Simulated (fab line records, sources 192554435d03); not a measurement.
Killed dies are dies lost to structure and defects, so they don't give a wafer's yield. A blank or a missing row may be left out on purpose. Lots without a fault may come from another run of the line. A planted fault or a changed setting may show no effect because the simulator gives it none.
fab line records | flow n5_finfet | part 2 of 2: steps 26 to 32 of 32
record lots=5 wafers=15 last_day=17
route steps=1938 shown STI_FIN_REVEAL@204 DUMMY_GATE@212
lots that met no fault: from a run of the same line without faults
start_h: hours from the record's first day to the start of the lot's first wafer shown | wait_h: hours since the lot's step before | " the same as in the row above | L1.1+2: a row that stands for several wafers | - no value, or no start given | * or withheld: withheld | < > ~ a bound
route shown NAME@n: a module of which the file shows steps, and the number in the route of the first | usual: mean/standard deviation of fault-free wafers | same: alike in all rows | chamber/n: place in a boat | sites: the reading at each site | _std_site: their standard deviation | _edge_site: outer sites' mean less inner sites' | radius_mm: how far each site lies from the wafer's centre | mask NAME#n: copy n | behind: the tool/chamber that last shaped the wafer | hold: why the lot was held/for how many hours/how that ended | device: the transistor (n, p or np) that didn't switch | end of line: the same wafers' tests at the end of the route | a step without rows: its recipe alone | killed: dies lost to structure and defects at the first sort, not the wafer's yield | map: a wafer's dies, x killed, . not, _ none there
set.NAME: the setting as run; set.NAME@STEP: as run at that earlier step | model.NAME: the simulator's own value behind a step, which no gauge read
lots at some steps of the route; a table a step, a row a wafer
services: from which hour (start_h, from the record's first day; less than 0 if before it) a tool's chamber was out of use, for how many hours, and why
## steps
# step N5_DUMMY_GATE_PEB_13
# recipe peb_temp_c=100 peb_time_s=60 resist=CAR-EUV
# usual plate_temp_C=100.01/0.13 resist_line_temp_C=23.01/0.099
# columns lot.wafer tool chamber start_h wait_h plate_temp_C resist_line_temp_C
L087.1 litho_track-05 0 129.96 0.1 100.08 23.00
L087.2 " 0 " " 100.03 23.06
L087.4 " 0 " " 100.20 23.02
L090.1 litho_track-02 0 150.88 0.1 99.88 23.00
L090.3 " 0 " " 100.10 22.92
L090.6 " 0 " " 100.24 23.01
L093.2 litho_track-03 0 160.28 0.0 100.00 23.03
L093.5 " 0 " " 99.87 23.02
L093.6 " 0 " " 99.97 23.09
L094.1 litho_track-05 0 166.58 0.1 100.12 23.21
L094.4 " 0 " " 100.17 23.11
L094.6 " 0 " " 100.11 22.99
L097.2 litho_track-02 0 185.85 0.0 99.95 22.97
L097.3 " 0 " " 100.12 23.06
L097.6 " 0 " " 100.14 23.07
# step N5_DUMMY_GATE_DEVELOP_14
# recipe develop_time_s=30 developer=TMAH resist=CAR-EUV rinse_liquid=surfactant_rinse dry=air_spin dev_temp_c=23
# usual resist_line_temp_C=23.00/0.1
# columns lot.wafer tool chamber start_h wait_h resist_line_temp_C
L087.1 litho_track-05 0 - - 23.08
L087.2 " 0 " " 23.06
L087.4 " 0 " " 23.00
L090.1 litho_track-02 0 - - 23.10
L090.3 " 0 " " 23.25
L090.6 " 0 " " 23.11
L093.2 litho_track-03 0 - - 23.12
L093.5 " 0 " " 23.07
L093.6 " 0 " " 23.01
L094.1 litho_track-05 0 - - 22.96
L094.4 " 0 " " 23.05
L094.6 " 0 " " 22.87
L097.2 litho_track-02 0 - - 23.02
L097.3 " 0 " " 23.15
L097.6 " 0 " " 22.86
# step N5_DUMMY_GATE_CD_MEAS_15
# recipe target_cd_nm=25.8 landing_energy_ev=500 detector=se_inlens
# usual cd_nm=24.95/0.25
# columns lot.wafer tool chamber start_h wait_h cd_nm
L087.1 cd_sem-02 0 130.02 - 25.23
L087.2 " 0 " " 25.45
L087.4 " 0 " " 25.11
L090.1 cd_sem-01 0 150.94 - 24.68
L090.3 " 0 " " 24.61
L090.6 " 0 " " 24.57
L093.2 cd_sem-01 0 160.35 - 25.13
L093.5 " 0 " " 25.17
L093.6 " 0 " " 25.13
L094.1 cd_sem-02 0 166.64 - 25.11
L094.4 " 0 " " 25.21
L094.6 " 0 " " 25.62
L097.2 cd_sem-01 0 185.92 - 25.05
L097.3 " 0 " " 24.63
L097.6 " 0 " " 24.90
# step N5_DUMMY_GATE_OVL_MEAS_16
# recipe points_per_wafer=522
# usual GATE_OVL=0.1/0.65
# columns lot.wafer tool chamber start_h wait_h GATE_OVL[nm]
L087.1 overlay-01 0 130.06 0.0 0.6
L087.2 " 0 " " 1.5
L087.4 " 0 " " 0.0
L090.1 overlay-02 0 150.98 0.0 0.3
L090.3 " 0 " " -0.8
L090.6 " 0 " " -0.3
L093.2 overlay-01 0 160.39 0.0 -0.2
L093.5 " 0 " " 1.0
L093.6 " 0 " " -0.3
L094.1 overlay-02 0 166.68 0.0 0.6
L094.4 " 0 " " 0.3
L094.6 " 0 " " -0.9
L097.2 overlay-02 0 185.97 0.0 0.1
L097.3 " 0 " " 0.5
L097.6 " 0 " " 1.6
# step N5_DUMMY_GATE_INSPECT_17
# recipe mode=adi inspect_instrument=brightfield
# usual raw_defect_count=203/53
# columns lot.wafer tool chamber start_h wait_h raw_defect_count
L087.1 defect_inspect-01 - 130.12 0.1 203
L087.2 " - " " 272
L087.4 " - " " 196
L090.1 defect_inspect-01 - 151.04 0.1 188
L090.3 " - " " 162
L090.6 " - " " 253
L093.2 defect_inspect-01 - 160.44 0.0 203
L093.5 " - " " 140
L093.6 " - " " 197
L094.1 defect_inspect-01 - 166.74 0.1 178
L094.4 " - " " 224
L094.6 " - " " 151
L097.2 defect_inspect-01 - 186.02 0.0 235
L097.3 " - " " 169
L097.6 " - " " 248
# step N5_DUMMY_GATE_DESCUM_20
# recipe chemistry=O2 time_s=6.2 source_power_w=50 bias_power_w=20 pressure_mtorr=20 rf_frequency_hz=2.712e+07 temp_c=40 resist=CAR-EUV o2_flow_sccm=225
# usual drypump_motor_current_A=5.57/0.29 oes_product_au=0.77/0.081 rf_vpp_V=243.6/1.1 showerhead_plenum_p_Torr=2.12/0.051 temp_c=40.00/0.11 throttle_valve_pct=20.53/0.21
# columns lot.wafer tool chamber start_h wait_h drypump_motor_current_A oes_product_au rf_hours_counter_h rf_vpp_V showerhead_plenum_p_Torr temp_c throttle_valve_pct
L087.1 rie_diel-02 0 130.39 0.3 5.85 0.91 24 243.2 2.15 39.96 20.38
L087.2 " 2 " " 5.64 0.71 230 244.6 2.12 39.89 20.17
L087.4 " 3 " " 5.74 0.71 214 242.3 2.07 39.92 20.75
L090.1 rie_diel-06 0 151.47 0.4 5.33 0.76 151 244.3 2.21 40.02 20.55
L090.3 " 1 " " 5.92 0.71 208 245.5 2.18 40.08 20.80
L090.6 " 0 " " 5.34 0.76 - 245.0 2.21 40.03 20.55
L093.2 rie_diel-02 3 160.48 0.0 5.74 0.71 224 243.4 2.07 39.89 20.76
L093.5 " 2 " " 5.66 0.71 - 243.9 2.11 40.14 20.20
L093.6 " 1 " " 5.89 0.72 - 242.1 2.10 40.12 20.49
L094.1 rie_diel-02 3 166.95 0.2 5.78 0.71 225 242.3 2.07 40.01 20.76
L094.4 " 0 " " 5.85 0.89 35 243.9 2.15 40.20 20.40
L094.6 " 1 " " 5.87 0.71 - 243.5 2.10 39.91 20.49
L097.2 rie_diel-06 1 186.05 0.0 5.93 0.70 216 243.5 2.18 39.89 20.80
L097.3 " 2 " " 5.04 0.87 62 242.4 2.15 39.98 20.51
L097.6 " 0 " " 5.36 0.76 - 244.8 2.21 39.97 20.57
# step N5_DUMMY_GATE_ETCH_29
# recipe chemistry=N2/H2 target=underlayer target_depth_a=130 ion_energy_ev=200 pressure_mtorr=30 source_w=840 bias_w=150 n2_flow_sccm=200 h2_flow_sccm=200
# usual drypump_motor_current_A=5.57/0.29 n2_flow_sccm=200.1/0.54 oes_product_au=0.76/0.076 rf_vpp_V=524.6/1.9 showerhead_plenum_p_Torr=2.56/0.062 throttle_valve_pct=17.92/0.25
# columns lot.wafer tool chamber start_h wait_h drypump_motor_current_A n2_flow_sccm oes_product_au rf_hours_counter_h rf_vpp_V showerhead_plenum_p_Torr throttle_valve_pct
L087.1 rie_diel-02 0 130.46 0.0 5.83 199.9 0.88 24 525.5 2.57 17.45
L087.2 " 2 " " 5.65 200.6 0.69 230 527.4 2.58 17.67
L087.4 " 3 " " 5.78 200.3 0.72 214 523.4 2.51 18.20
L090.1 rie_diel-06 0 151.54 0.0 5.33 200.7 0.77 151 527.0 2.66 17.92
L090.3 " 1 " " 5.95 200.6 0.70 208 526.7 2.63 18.24
L090.6 " 0 " " 5.32 200.1 0.77 - 527.6 2.66 17.94
L093.2 rie_diel-02 3 160.54 0.0 5.71 199.7 0.71 224 523.2 2.51 18.23
L093.5 " 2 " " 5.66 199.7 0.69 - 526.9 2.58 17.70
L093.6 " 1 " " 5.91 200.4 0.71 - 522.5 2.51 17.71
L094.1 rie_diel-02 3 167.01 0.0 5.73 199.9 0.71 225 524.0 2.51 18.23
L094.4 " 0 " " 5.83 199.8 0.86 35 523.5 2.56 17.50
L094.6 " 1 " " 5.86 200.7 0.71 - 523.1 2.51 17.70
L097.2 rie_diel-06 1 186.12 0.0 5.95 199.6 0.71 216 525.8 2.63 18.27
L097.3 " 2 " " 5.03 200.8 0.89 62 525.4 2.57 17.72
L097.6 " 0 " " 5.34 200.1 0.76 - 526.1 2.66 17.97
## services
# columns tool chamber start_h hours kind
euv_scanner-02 - 97.85 6.2 pm
cmp-02 - 112.86 1.6 repair
euv_scanner-02 - 117.82 1.0 pm
rie_diel-06 1 127.09 2.5 repair
cmp-04 - 131.28 3.7 pm
euv_scanner-01 - 131.34 0.5 repair
wet_bench-01 - 134.94 3.8 repair
euv_scanner-01 - 136.17 1.0 pm
lpcvd-01 - 136.41 6.1 pm
cmp-03 - 139.32 4.0 pm
rie_diel-06 2 139.56 7.7 repair
euv_scanner-01 - 142.94 0.4 repair
euv_scanner-01 - 152.17 4.6 pm
plasma_asher-02 - 154.70 6.9 repair
ald_sin-01 3 158.58 5.2 repair
euv_scanner-01 - 158.93 0.9 repair
litho_track-03 - 160.86 - consumable_replace:filter
euv_scanner-02 - 162.88 0.2 repair
cmp-02 - 169.22 0.3 repair
euv_scanner-01 - 173.25 5.0 repair
ald_sin-04 - 176.75 14.0 pm
euv_scanner-02 - 178.22 1.0 pm
rie_diel-02 1 178.83 7.1 repair
cmp-02 - 180.72 4.0 pm
